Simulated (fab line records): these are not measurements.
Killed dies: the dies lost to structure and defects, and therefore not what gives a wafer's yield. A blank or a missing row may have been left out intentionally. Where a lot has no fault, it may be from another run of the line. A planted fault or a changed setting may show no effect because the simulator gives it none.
Matching of chambers + flow n5 finfet + thermal cvd si-02 running N5_HKMG_FIN_CVD_62: 3 sister chambers
The step deposits a-Si from Si2H6, target thk 3 nm, time 20.8 s. 20 wafers are shown with their chamber, then 10 later ones without.

== WAFERS PAIRED WITH THEIR CHAMBERS ==
| wafer  | chamber | heater power w (W) | chamber pressure Torr (Torr) |
|--------|---------|--------------------|------------------------------|
| L075.1 | 1       | 1466               | 0.9977                       |
| L075.2 | 0       | 1156               | 0.9986                       |
| L075.4 | 1       | 1472               | 0.9984                       |
| L077.1 | 0       | 1161               | 0.9979                       |
| L077.5 | 2       | 1274               | 1.0012                       |
| L077.6 | 1       | 1495               | 0.9998                       |
| L079.1 | 2       | 1264               | 0.9989                       |
| L079.2 | 1       | 1512               | 0.9956                       |
| L079.3 | 0       | 1161               | 1.0004                       |
| L083.1 | 2       | 1251               | 1.0019                       |
| L083.3 | 0       | 1157               | 0.9988                       |
| L083.5 | 1       | 1557               | 0.9991                       |
| L086.2 | 0       | 1180               | 0.9999                       |
| L086.5 | 0       | 1169               | 1.0023                       |
| L086.6 | 2       | 1239               | 0.9978                       |
| L089.1 | 2       | 1211               | 1.0008                       |
| L089.3 | 1       | 1500               | 1.0034                       |
| L089.6 | 1       | 1517               | 1.0020                       |
| L090.1 | 1       | 1557               | 1.0006                       |
| L090.3 | 2       | 1247               | 1.0011                       |

SIGNATURES (averages over the wafers above)
| reading               | chamber 0 | chamber 1 | chamber 2 | scatter within a chamber |
|-----------------------|-----------|-----------|-----------|--------------------------|
| heater power w        | 1164.00   | 1509.50   | 1247.67   | 25.4                     |
| chamber pressure Torr | 0.999650  | 0.999575  | 1.000283  | 0.00199                  |
Rule: a wafer's distance from a chamber is the root of the sum, over the readings, of the square of ((its reading less the chamber's mean) divided by the reading's scatter). The wafer belongs to the nearest chamber; if the next one is less than 2 further off, it can't be placed. The scatter: the root of (the sum of the squares of (reading less its chamber's mean) over the shown wafers, divided by (wafers less chambers)).

== WAFERS MISSING THEIR CHAMBER ==
| wafer  | heater power w (W) | chamber pressure Torr (Torr) |
|--------|--------------------|------------------------------|
| L090.5 | 1546               | 0.9987                       |
| L093.1 | 1553               | 0.9965                       |
| L093.2 | 1252               | 1.0001                       |
| L093.4 | 1492               | 0.9953                       |
| L095.1 | 1193               | 1.0003                       |
| L095.4 | 1503               | 1.0010                       |
| L095.6 | 1171               | 1.0022                       |
| L097.3 | 1166               | 0.9992                       |
| L097.4 | 1563               | 1.0000                       |
| L097.5 | 1159               | 0.9988                       |

== WHICH CHAMBER EACH WENT THROUGH ==
| wafer  | from the rows above     | in truth |
|--------|-------------------------|----------|
| L090.5 | 1                       | 1        |
| L093.1 | 1                       | 1        |
| L093.2 | 2                       | 2        |
| L093.4 | 1                       | 1        |
| L095.1 | can't be placed: 0 or 2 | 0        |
| L095.4 | 1                       | 1        |
| L095.6 | can't be placed: 0 or 2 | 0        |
| L097.3 | 0                       | 0        |
| L097.4 | 1                       | 1        |
| L097.5 | 0                       | 0        |
Placed correctly: 8 of 10. Not placeable from these rows: 2 (in 2, the candidates include the true chamber). Number placed wrongly: 0.
